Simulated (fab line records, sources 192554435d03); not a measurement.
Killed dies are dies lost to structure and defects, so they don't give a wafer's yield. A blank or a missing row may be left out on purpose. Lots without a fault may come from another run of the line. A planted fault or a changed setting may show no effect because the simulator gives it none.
A struck lot beside a sound one | flow n5_finfet | 16 steps out of a route of 1938
Sound: wafers L548.1, L548.4, L548.6. Struck: wafers L565.1, L565.2, L565.3. The cause comes at the end.
At each step with rows: each side's tool, then ch and its chambers, then its first start. Under that, the readings that differ: sound wafers | struck wafers | difference of the means | sigmas: that difference in standard deviations of wafers without a fault.
alike: readings whose means differ by less than 2 such deviations, and words and numbers that are the same on both sides. not compared: withheld readings, readings that some wafer has no value for, bounds like >300 that may hide the same value, and numbers for which the record gives no deviation and whose values overlap.
The two part at a step that has a row with sigmas, a row that says differs or no value, or rows on one side only. Numbers that don't overlap but have no deviation are shown without sigmas and don't part them. A reading that every wafer of one side lacks parts them only if that side has two wafers or more.

first, 6 steps without rows for these wafers: N5_BEOL_M12_EBR_06; N5_BEOL_M12_SOFTBAKE_05 (time 60 s); N5_BEOL_M12_EXPOSE_07 (exposes mask V11); N5_BEOL_M12_PEB_08 (peb time 90 s); N5_BEOL_M12_DEVELOP_09 (develop time 45 s); N5_BEOL_M12_HARDBAKE_14 (time 120 s).
N5_BEOL_M12_CD_MEAS_10: target cd 140 nm.
  sound on cd_sem-03 ch 0, day 11 04:08; struck on cd_sem-01 ch 0, day 15 20:23
  alike: cd_nm
N5_BEOL_M12_OVL_MEAS_11:
  sound on overlay-02 ch 0, day 11 04:10; struck on overlay-01 ch 0, day 15 20:25
  alike: V11_OVL
N5_BEOL_M12_INSPECT_12: inspects for defects (macro).
  sound on defect_inspect-02, day 11 04:12; struck on defect_inspect-02, day 15 20:27
  alike: raw_defect_count
N5_BEOL_M12_DESCUM_15: chemistry O2, time 7.9 s.
  sound on rie_diel-01 ch 1,2, day 11 04:18; struck on rie_diel-01 ch 0,1,2, day 15 20:29
  alike: drypump_motor_current_A, oes_product_au, rf_vpp_V, showerhead_plenum_p_Torr, temp_c, throttle_valve_pct
  not compared: rf_hours_counter_h
N5_BEOL_M12_ETCH_59: etches BARC in N2/H2, target depth 89 nm, overetch 26.7 nm, time 67.9 s.
  sound on rie_diel-01 ch 1,2, day 11 04:20; struck on rie_diel-01 ch 0,1,2, day 15 20:31
  alike: drypump_motor_current_A, oes_product_au, rf_vpp_V, showerhead_plenum_p_Torr, throttle_valve_pct
  not compared: rf_hours_counter_h
N5_BEOL_M12_VIA_ETCH_16: etches SiOC in C4F8/O2/Ar, target depth 724.8 nm.
  sound on rie_diel-01 ch 1,2, day 11 04:23; struck on rie_diel-01 ch 0,1,2, day 15 20:34
  alike: drypump_motor_current_A, he_inner_torr, oes_product_au, rf_vpp_V, showerhead_plenum_p_Torr, throttle_valve_pct
N5_BEOL_M12_STRIP_63: strips in N2/H2.
  sound on plasma_asher-02 ch 0,1, day 11 04:38; struck on plasma_asher-02 ch 0,1, day 15 21:02
  no value came back on the struck wafers for any of 6 readings (chamber_pressure_mTorr (mTorr), drypump_motor_current_A (A) and others); on the sound wafers chamber_pressure_mTorr (mTorr) reads 998.8 999.7 999.9
  reading                                    | sound | struck          | difference | sigmas
  model.coat_of_BEOL_M12_COAT_04.thk_nm (nm) | 0 0 0 | 121.8 122.2 123 | +122.3     |
  not compared: rf_hours_counter_h
N5_BEOL_M12_STRIP_64: strips in N2/H2.
  sound on plasma_asher-02 ch 0,1, day 11 04:41; struck on plasma_asher-02 ch 0,1, day 15 21:05
  reading                      | sound             | struck            | difference | sigmas
  oes_product_au (a.u.)        | 0.717 0.713 0.713 | 0.811 0.808 0.806 | +0.094     | +20
  strip_time_to_endpoint_s (s) | 31.27 31.35 31.25 | 65.38 65.45 65.68 | +34.21     | +99 or more
  alike: drypump_motor_current_A, h2_flow_sccm, heater_power_w, temp_c
  not compared: rf_hours_counter_h
then, 1 step without rows for these wafers: N5_BEOL_M12_STRIP_71 (strips in post etch residue remover, time 60 s).
N5_PASSIVATION_PROBE_49:
  the record has rows for the sound wafers here (prober-01, day 12 21:59) and none for the struck ones

WHERE THEY PART
First at N5_BEOL_M12_STRIP_63; last, within this record, at N5_PASSIVATION_PROBE_49.

WHY: what the simulator had put in
Skipped step whole: plasma_asher-02, from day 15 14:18 on, at N5_BEOL_M12_STRIP_63. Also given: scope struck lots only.
